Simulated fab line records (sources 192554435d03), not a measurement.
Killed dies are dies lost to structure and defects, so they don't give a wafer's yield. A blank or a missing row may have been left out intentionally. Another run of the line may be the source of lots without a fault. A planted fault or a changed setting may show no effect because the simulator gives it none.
fab line records | flow n5_finfet | part 2 of 2: steps 5 to 6 of 6
[record] lots = 22 | wafers = 66 | last_day = 17
route steps=1938 shown BEOL_M0_SAQP@633 BEOL_M0_CUTY@712 BEOL_M0@717
lots untouched by any fault: they come from a run of this same line in which no faults occurred
start_h: hours from the record's first day to the start of the lot's first wafer shown | wait_h: hours from the lot's prior step to this one | " repeats the value in the row above | L1.1+2: a row that stands for several wafers | - either no value or no given start | * or withheld: withheld | < > ~ a bound
route shown NAME@n: names a module that has steps shown in the file, with the first one's number in the route | usual: the fault-free wafers' mean and standard deviation | same: alike in all rows | chamber/n: place in a boat | sites: the reading at each site | _std_site: the standard deviation of these | _edge_site: inner sites' mean taken away from outer sites' mean | radius_mm: how far each site lies from the wafer's centre | mask NAME#n: copy n | behind: the last tool/chamber to shape the wafer | hold: why the lot was held/for how many hours/how that ended | device: whichever transistor did not switch (one of n, p or np) | end of line: tests run on the same wafers once the route is complete | step lacking rows: just its recipe | killed: the dies lost at the first sort to structure and to defects; this is not the yield of the wafer | map: a wafer's dies, marking killed ones x, the rest . and places with no die _
set.NAME: the run value of the setting; set.NAME@STEP: its run value at that earlier step | model.NAME: the simulator's own value behind a step, which no gauge read
a sample of lots followed through the steps of the route, with each step as a table and each wafer as a row
services: a tool's chamber out of use, with start hour (start_h, from the record's first day; less than 0 if before it), hours out, and reason
[[steps]]
[step N5_BEOL_M0_STRIP_140]
[recipe] chemistry = CF4 | resist = SiARC | power_w = 300 | bias_power_w = 75 | pressure_mtorr = 50 | cf4_flow_sccm = 150 | rf_frequency_hz = 6e+07
[usual] cf4_flow_sccm = 150.0/0.47 | drypump_motor_current_A = 5.9/0.36 | oes_product_au = 0.78/0.083 | rf_vpp_V = 271.3/1.6 | showerhead_plenum_p_Torr = 1.80/0.045 | throttle_valve_pct = 13.66/0.3
lot.wafer | tool        | chamber | start_h | wait_h | cf4_flow_sccm | drypump_motor_current_A | oes_product_au | rf_hours_counter_h | rf_vpp_V | showerhead_plenum_p_Torr | throttle_valve_pct
L074.1    | rie_diel-02 | 2       | 119.97  | 0.4    | 150.3         | 6.0                     | 0.81           | 77                 | 272.2    | 1.83                     | 13.37
L074.2    | "           | 0       | "       | "      | 149.2         | 5.9                     | 0.76           | 139                | 269.3    | 1.78                     | 13.64
L074.3    | "           | 3       | "       | "      | 150.1         | 5.6                     | 0.72           | 193                | 272.3    | 1.86                     | 13.72
L075.2    | rie_diel-02 | 3       | 123.20  | 0.2    | 150.2         | 5.6                     | 0.72           | 195                | 272.9    | 1.86                     | 13.72
L075.3    | "           | 1       | "       | "      | 150.3         | 6.3                     | 0.90           | 15                 | 271.6    | 1.83                     | 13.53
L075.6    | "           | 0       | "       | "      | 150.5         | 5.9                     | 0.76           | -                  | 272.2    | 1.78                     | 13.64
L076.2    | rie_diel-01 | 3       | 135.02  | 0.1    | 149.9         | 5.6                     | 0.78           | 107                | 271.6    | 1.81                     | 13.84
L076.5    | "           | 2       | "       | "      | 150.7         | 6.5                     | 0.69           | -                  | 270.5    | 1.84                     | 13.75
L076.6    | "           | 0       | "       | "      | 149.7         | 5.9                     | 0.73           | -                  | 269.7    | 1.72                     | 13.96
L078.2    | rie_diel-02 | 0       | 141.68  | 0.1    | 149.1         | 5.9                     | 0.75           | 149                | 270.3    | 1.78                     | 13.64
L078.4    | "           | 2       | "       | "      | 150.1         | 6.0                     | 0.79           | 86                 | 271.6    | 1.83                     | 13.36
L078.6    | "           | 0       | "       | "      | 150.9         | 5.9                     | 0.76           | -                  | 271.5    | 1.78                     | 13.63
L079.1    | rie_diel-01 | 2       | 144.91  | 0.3    | 148.8         | 6.4                     | 0.68           | 246                | 273.6    | 1.84                     | 13.76
L079.2    | "           | 3       | "       | "      | 149.7         | 5.6                     | 0.79           | 112                | 274.0    | 1.81                     | 13.85
L079.4    | "           | 0       | "       | "      | 149.6         | 5.9                     | 0.72           | 201                | 270.3    | 1.72                     | 14.01
L080.2    | rie_diel-04 | 1       | 147.45  | 0.2    | 149.4         | 6.6                     | 0.84           | 52                 | 268.6    | 1.74                     | 13.44
L080.3    | "           | 0       | "       | "      | 149.9         | 5.9                     | 0.93           | 7                  | 272.3    | 1.82                     | 12.95
L080.6    | "           | 0       | "       | "      | 150.0         | 5.9                     | 0.94           | -                  | 272.5    | 1.82                     | 12.97
L081.1    | rie_diel-01 | 1       | 157.01  | 0.1    | 150.0         | 5.8                     | 0.95           | 6                  | 272.4    | 1.83                     | 13.29
L081.3    | "           | 0       | "       | "      | 150.0         | 5.9                     | 0.71           | 206                | 267.6    | 1.72                     | 14.02
L081.6    | "           | 0       | "       | "      | 149.3         | 5.9                     | 0.72           | -                  | 268.7    | 1.72                     | 13.97
L082.2    | rie_diel-01 | 3       | 166.49  | 0.1    | 150.0         | 5.6                     | 0.78           | 122                | 270.1    | 1.81                     | 13.85
L082.3    | "           | 1       | "       | "      | 150.3         | 5.8                     | 0.93           | 10                 | 271.5    | 1.83                     | 13.27
L082.6    | "           | 0       | "       | "      | 149.4         | 5.9                     | 0.71           | -                  | 268.9    | 1.72                     | 14.02
L083.3    | rie_diel-02 | 3       | 173.36  | 0.1    | 149.9         | 5.6                     | 0.71           | 214                | 273.4    | 1.85                     | 13.74
L083.4    | "           | 2       | "       | "      | 150.0         | 6.0                     | 0.79           | 97                 | 271.9    | 1.83                     | 13.40
L083.5    | "           | 0       | "       | "      | 149.8         | 5.9                     | 0.74           | -                  | 269.0    | 1.77                     | 13.67
L084.1    | rie_diel-02 | 3       | 175.24  | 0.1    | 150.9         | 5.6                     | 0.71           | 216                | 273.1    | 1.85                     | 13.75
L084.2    | "           | 1       | "       | "      | 149.4         | 6.3                     | 0.84           | 35                 | 271.0    | 1.83                     | 13.57
L084.4    | "           | 2       | "       | "      | 149.7         | 6.0                     | 0.77           | 98                 | 270.6    | 1.83                     | 13.39
L086.2    | rie_diel-04 | 0       | 183.65  | 0.1    | 149.7         | 5.9                     | 0.90           | 21                 | 273.5    | 1.82                     | 12.99
L086.3    | "           | 1       | "       | "      | 150.4         | 6.6                     | 0.82           | 64                 | 270.5    | 1.74                     | 13.44
L086.4    | "           | 2       | "       | "      | 150.1         | 5.4                     | 0.67           | 236                | 272.7    | 1.86                     | 13.98
L085.1    | rie_diel-04 | 1       | 191.05  | 0.2    | 150.4         | 6.6                     | 0.81           | 66                 | 270.0    | 1.74                     | 13.44
L085.4    | "           | 0       | "       | "      | 149.0         | 5.9                     | 0.89           | 23                 | 270.6    | 1.82                     | 13.00
L085.5    | "           | 0       | "       | "      | 149.0         | 5.9                     | 0.88           | -                  | 272.4    | 1.82                     | 13.01
L087.4    | rie_diel-02 | 1       | 197.82  | 0.1    | 149.5         | 6.3                     | 0.84           | -                  | 269.6    | 1.82                     | 13.57
L087.5    | "           | 2       | "       | "      | 149.7         | 6.0                     | 0.77           | -                  | 270.9    | 1.82                     | 13.41
L087.6    | "           | 3       | "       | "      | 149.7         | 5.6                     | 0.70           | -                  | 271.6    | 1.85                     | 13.77
L088.2    | rie_diel-02 | 3       | 198.68  | 0.1    | 150.6         | 5.6                     | 0.70           | 223                | 271.5    | 1.85                     | 13.77
L088.4    | "           | 3       | "       | "      | 149.9         | 5.6                     | 0.71           | -                  | 273.5    | 1.85                     | 13.77
L088.6    | "           | 2       | "       | "      | 149.1         | 6.0                     | 0.77           | -                  | 271.4    | 1.82                     | 13.41
L089.2    | rie_diel-01 | 3       | 207.32  | 0.2    | 150.2         | 5.6                     | 0.77           | 137                | 273.3    | 1.81                     | 13.91
L089.3    | "           | 1       | "       | "      | 149.8         | 5.8                     | 0.90           | 24                 | 271.9    | 1.82                     | 13.32
L089.6    | "           | 3       | "       | "      | 150.2         | 5.6                     | 0.78           | -                  | 270.8    | 1.81                     | 13.90
L090.4    | rie_diel-04 | 0       | 217.63  | 0.1    | 149.9         | 5.9                     | 0.87           | 33                 | 272.6    | 1.81                     | 13.00
L090.5    | "           | 2       | "       | "      | 149.7         | 5.4                     | 0.67           | -                  | 271.4    | 1.85                     | 13.99
L090.6    | "           | 1       | "       | "      | 149.7         | 6.6                     | 0.81           | -                  | 269.3    | 1.73                     | 13.47
L092.1    | rie_diel-01 | 3       | 222.60  | 0.1    | 150.4         | 5.6                     | 0.77           | 141                | 272.2    | 1.81                     | 13.90
L092.2    | "           | 0       | "       | "      | 149.6         | 5.9                     | 0.70           | 230                | 268.6    | 1.71                     | 14.05
L092.4    | "           | 1       | "       | "      | 149.4         | 5.8                     | 0.91           | 30                 | 272.3    | 1.82                     | 13.32
L091.1    | rie_diel-01 | 0       | 222.76  | 0.2    | 150.1         | 5.9                     | 0.70           | 230                | 270.6    | 1.71                     | 14.04
L091.4    | "           | 1       | "       | "      | 150.2         | 5.8                     | 0.89           | 30                 | 271.0    | 1.82                     | 13.34
L091.5    | "           | 3       | "       | "      | 150.2         | 5.6                     | 0.77           | -                  | 271.7    | 1.80                     | 13.90
L093.1    | rie_diel-04 | 0       | 232.79  | 0.2    | 149.5         | 5.9                     | 0.87           | 39                 | 273.0    | 1.81                     | 13.03
L093.3    | "           | 3       | "       | "      | 150.4         | 5.2                     | 0.69           | 253                | 271.5    | 1.76                     | 14.10
L093.4    | "           | 0       | "       | "      | 149.8         | 5.9                     | 0.86           | -                  | 271.3    | 1.81                     | 13.03
L094.4    | rie_diel-04 | 1       | 234.86  | 0.2    | 150.6         | 6.6                     | 0.80           | -                  | 269.5    | 1.73                     | 13.48
L094.5    | "           | 0       | "       | "      | 150.2         | 5.9                     | 0.87           | -                  | 272.1    | 1.81                     | 13.01
L094.6    | "           | 2       | "       | "      | 150.6         | 5.4                     | 1.00           | -                  | 271.2    | 1.86                     | 13.45
L095.2    | rie_diel-02 | 3       | 241.51  | 0.3    | 150.5         | 5.6                     | 0.68           | 240                | 274.0    | 1.84                     | 13.80
L095.3    | "           | 1       | "       | "      | 150.0         | 6.2                     | 0.82           | 58                 | 271.2    | 1.82                     | 13.63
L095.5    | "           | 0       | "       | "      | 149.4         | 5.9                     | 0.72           | -                  | 269.0    | 1.77                     | 13.74
L097.3    | rie_diel-01 | 2       | 259.02  | 0.1    | 151.0         | 6.5                     | 0.88           | 32                 | 272.5    | 1.83                     | 13.29
L097.4    | "           | 3       | "       | "      | 150.5         | 5.6                     | 0.76           | 154                | 272.1    | 1.80                     | 13.95
L097.6    | "           | 1       | "       | "      | 150.7         | 5.8                     | 0.87           | -                  | 271.6    | 1.82                     | 13.37
[step N5_BEOL_M0_ANNEAL_133]
[recipe] temp_c = 400 | time_s = 60 | ambient = vacuum
[usual] heater_power_w = 798/77 | susceptor_temp_C = 400.00/0.23
lot.wafer | tool           | chamber | start_h | wait_h | heater_power_w | susceptor_temp_C
L074.1    | pvd_sputter-03 | -       | 123.79  | 0.0    | 755            | 399.77
L074.2    | "              | -       | "       | "      | 810            | 400.02
L074.3    | "              | -       | "       | "      | 653            | 399.93
L075.2    | pvd_sputter-03 | -       | 127.52  | 0.0    | 819            | 400.28
L075.3    | "              | -       | "       | "      | 854            | 399.99
L075.6    | "              | -       | "       | "      | 734            | 400.16
L076.2    | pvd_sputter-02 | -       | 136.91  | 0.0    | 828            | 400.24
L076.5    | "              | -       | "       | "      | 771            | 399.95
L076.6    | "              | -       | "       | "      | 846            | 400.03
L078.2    | pvd_sputter-03 | -       | 144.98  | 0.0    | 873            | 399.95
L078.4    | "              | -       | "       | "      | 749            | 399.74
L078.6    | "              | -       | "       | "      | 817            | 399.95
L079.1    | pvd_sputter-02 | -       | 146.35  | 0.0    | 894            | 399.65
L079.2    | "              | -       | "       | "      | 798            | 399.76
L079.4    | "              | -       | "       | "      | 749            | 400.04
L080.2    | pvd_sputter-01 | -       | 151.02  | 0.0    | 757            | 399.89
L080.3    | "              | -       | "       | "      | 916            | 399.91
L080.6    | "              | -       | "       | "      | 904            | 399.95
L081.1    | pvd_sputter-03 | -       | 160.12  | 0.0    | 821            | 399.91
L081.3    | "              | -       | "       | "      | 638            | 400.12
L081.6    | "              | -       | "       | "      | 815            | 399.75
L082.2    | pvd_sputter-03 | -       | 168.36  | 0.0    | 638            | 400.13
L082.3    | "              | -       | "       | "      | 747            | 399.96
L082.6    | "              | -       | "       | "      | 888            | 400.06
L083.3    | pvd_sputter-03 | -       | 176.25  | 0.0    | 745            | 399.87
L083.4    | "              | -       | "       | "      | 854            | 399.78
L083.5    | "              | -       | "       | "      | 633            | 400.21
L084.1    | pvd_sputter-03 | -       | 178.65  | 0.0    | 877            | 400.04
L084.2    | "              | -       | "       | "      | 670            | 400.28
L084.4    | "              | -       | "       | "      | 758            | 399.77
L086.2    | pvd_sputter-03 | -       | 185.63  | 0.0    | 631            | 400.21
L086.3    | "              | -       | "       | "      | 807            | 399.86
L086.4    | "              | -       | "       | "      | 758            | 399.68
L085.1    | pvd_sputter-02 | -       | 195.75  | 0.0    | 880            | 400.18
L085.4    | "              | -       | "       | "      | 736            | 400.08
L085.5    | "              | -       | "       | "      | 816            | 399.96
L087.4    | pvd_sputter-03 | -       | 199.68  | 0.0    | 886            | 400.18
L087.5    | "              | -       | "       | "      | 725            | 399.46
L087.6    | "              | -       | "       | "      | 637            | 400.22
L088.2    | pvd_sputter-03 | -       | 200.83  | 0.0    | 758            | 399.81
L088.4    | "              | -       | "       | "      | 813            | 400.08
L088.6    | "              | -       | "       | "      | 812            | 399.94
L089.2    | pvd_sputter-02 | -       | 209.39  | 0.0    | 802            | 399.72
L089.3    | "              | -       | "       | "      | 776            | 399.89
L089.6    | "              | -       | "       | "      | 793            | 399.83
L090.4    | pvd_sputter-02 | -       | 220.05  | 0.0    | 883            | 400.25
L090.5    | "              | -       | "       | "      | 867            | 399.95
L090.6    | "              | -       | "       | "      | 750            | 400.08
L092.1    | pvd_sputter-02 | -       | 224.39  | 0.0    | 891            | 400.03
L092.2    | "              | -       | "       | "      | 797            | 400.15
L092.4    | "              | -       | "       | "      | 764            | 399.76
L091.1    | pvd_sputter-02 | -       | 224.87  | 0.0    | 914            | 400.24
L091.4    | "              | -       | "       | "      | 763            | 399.82
L091.5    | "              | -       | "       | "      | 833            | 399.39
L093.1    | pvd_sputter-03 | -       | 235.19  | 0.0    | 722            | 400.09
L093.3    | "              | -       | "       | "      | 816            | 400.10
L093.4    | "              | -       | "       | "      | 625            | 399.83
L094.4    | pvd_sputter-02 | -       | 236.91  | 0.0    | 838            | 400.10
L094.5    | "              | -       | "       | "      | 894            | 400.35
L094.6    | "              | -       | "       | "      | 764            | 399.87
L095.2    | pvd_sputter-02 | -       | 243.77  | 0.0    | 835            | 399.74
L095.3    | "              | -       | "       | "      | 774            | 400.18
L095.5    | "              | -       | "       | "      | 831            | 399.92
L097.3    | pvd_sputter-01 | -       | 261.41  | 0.0    | 886            | 400.33
L097.4    | "              | -       | "       | "      | 948            | 399.96
L097.6    | "              | -       | "       | "      | 902            | 400.37
[[services]]
tool           | chamber | start_h | hours | kind
rie_diel-04    | 0       | 86.02   | -     | clean
rie_diel-04    | 0       | 86.02   | -     | consumable_replace:focus_ring
rie_diel-04    | 0       | 86.02   | 22.5  | scheduled_down
rie_diel-04    | 0       | 86.02   | 22.5  | vent_cycle
pvd_sputter-01 | -       | 96.45   | 1.4   | repair
pvd_sputter-03 | -       | 96.64   | 1.2   | repair
rie_diel-03    | 2       | 100.80  | 22.0  | repair
rie_diel-06    | 1       | 113.13  | 2.7   | repair
rie_diel-01    | 1       | 118.84  | -     | clean
rie_diel-01    | 1       | 118.84  | -     | consumable_replace:focus_ring
rie_diel-01    | 1       | 118.84  | 22.1  | scheduled_down
rie_diel-01    | 1       | 118.84  | 22.1  | vent_cycle
pecvd-02       | 2       | 124.07  | 2.3   | repair
pvd_sputter-01 | -       | 129.27  | 6.9   | repair
rie_diel-04    | 3       | 133.21  | 1.2   | repair
rie_diel-05    | 2       | 147.57  | 7.4   | repair
rie_diel-01    | 2       | 154.11  | -     | clean
rie_diel-01    | 2       | 154.11  | -     | consumable_replace:focus_ring
pvd_sputter-01 | -       | 161.78  | 0.8   | repair
pecvd-02       | 1       | 195.84  | 18.6  | repair
rie_diel-03    | 2       | 214.25  | 38.8  | repair
rie_diel-02    | 2       | 231.84  | 21.6  | repair
pecvd-03       | -       | 254.60  | 0.9   | repair
pecvd-04       | 1       | 258.07  | 2.8   | repair
